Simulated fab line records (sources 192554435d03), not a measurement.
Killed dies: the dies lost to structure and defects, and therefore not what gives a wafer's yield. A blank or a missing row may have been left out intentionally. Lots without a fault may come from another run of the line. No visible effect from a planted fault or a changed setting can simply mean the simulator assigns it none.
Problem report, 8D (eight disciplines) form, completed by code / flow n5-finfet / the parts of the form that need people (team, actions taken, sign-off) are left out

== 1. WHAT IS WRONG ==
Wafers free of any fault read 54.1 nm (standard deviation 1.3) for HMC_CMP_THK at N5_PMOS_HMC_CHANNEL_EPI_THK_MEAS_22, against a mean of 40.7 nm on 3 wafers of 3 lots. That puts it -10 standard deviations away from the usual mean.
Earliest sighting: wafer L964.1 on film-metro-02 at day 3 07:45. At this step, 27 wafers from 10 lots have a number in the record. By rule, "out" or "out of limits" means more than 4 standard deviations away from the usual mean. Any other wafer with a number is counted as sound.

== 2. WHAT THIS IS AND IS NOT ==
question=which readings at this step | is=HMC_CMP_THK | is not=-
question=which lots | is=L964, L965, L967 | is not=L960, L972, L973, L974, L977, L979, L981
question=which wafers of those lots | is=L964.1, L965.1, L967.6 | is not=L964.5, L965.2, L967.5
question=read on which gauges | is=film-metro-02 | is not=film-metro-01
question=when | is=from day 3 07:45 | is not=up to then (4 sound wafers); but 20 sound wafers of L965, L967, L972, L973, L974, L977, L979, L981 came after

== 3. WHAT RULES OUT EACH SUSPECT ==
Counting: if a tool at a process step up to the reading ran every lot that is out, it stays a suspect. Sound lots after the first of them don't rule it out here, since some wafers of a struck lot are sound.
- the gauge at N5_PMOS_HMC_CHANNEL_EPI_THK_MEAS_22 has been ruled out. All the wafers that are out were read on film-metro-02, but those of them that N5_PASSIVATION_PROBE_49 has rows for are out there too, on other tools.
- rie-si-05 at N5_PMOS_HMC_CHANNEL_EPI_FIN_RECESS_16 (chemistry HBr/Cl2, target Si, target depth 54 nm, time 18 s): kept. It ran every lot that is out, first L964 (day 3 05:57).
- Within rie-si-05 at N5_PMOS_HMC_CHANNEL_EPI_FIN_RECESS_16: the wafers that are out ran in chambers 1, 3; their sound lot-mates ran in chambers 0, 2.
After counting, what remains is rie-si-05 at N5_PMOS_HMC_CHANNEL_EPI_FIN_RECESS_16.

== 4. THE CAUSE (what the simulator had put in) ==
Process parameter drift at N5_PMOS_HMC_CHANNEL_EPI_FIN_RECESS_16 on rie-si-05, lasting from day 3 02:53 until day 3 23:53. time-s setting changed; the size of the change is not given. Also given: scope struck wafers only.
The count eliminated every tool but this one.

== 5. SEQUENCE OF EFFECTS, ordered by route ==
Rows list readings where the struck wafers' mean (over those with a number) sits beyond 3 standard deviations from the usual. Scope: only readings with a usual standard deviation given in the record; hours: median across lots of the time from each lot's start at the first step in this table that gives one to its start at this step; sigmas: change in usual standard deviations.
hours=0; step=N5_PMOS_HMC_CHANNEL_EPI_THK_MEAS_22; reading=HMC_CMP_THK; usual=54.1 nm; on struck wafers=40.7; change=-13.4; sigmas=-10
hours=170; step=N5_BEOL_M4_RC_MEAS_101; reading=ION_P; usual=464 uA/um; on struck wafers=417; change=-47; sigmas=-4.3
hours=276; step=N5_PASSIVATION_PROBE_49; reading=sort_bin_8_speed; usual=0.1 %; on struck wafers=65.9; change=+65.8; sigmas=+99 or more
hours=276; step=N5_PASSIVATION_PROBE_49; reading=sort-n-pass; usual=1074; on struck wafers=288; change=-786; sigmas=-46
hours=276; step=N5_PASSIVATION_PROBE_49; reading=sort-yield-pct; usual=91.0 %; on struck wafers=24.4; change=-66.6; sigmas=-44
Process steps it contains:
- N5_PASSIVATION_PROBE_49

== 6. WHAT WOULD HAVE CAUGHT IT SOONER ==
Counted from the fault's start at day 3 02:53, it took 5 hours until the first out-of-limits reading at a measuring or inspecting step in this record, taken at day 3 07:45.
An alarm limit of 4 standard deviations would not have fired on the tool readings at N5_PMOS_HMC_CHANNEL_EPI_FIN_RECESS_16 for which the record gives a usual standard deviation, since none of them was out on any struck wafer.
Of the lots that are out (3), L965, L967 began N5_PMOS_HMC_CHANNEL_EPI_FIN_RECESS_16 on rie-si-05 after day 3 07:45. A hold on the tool at that time would have spared those 2.
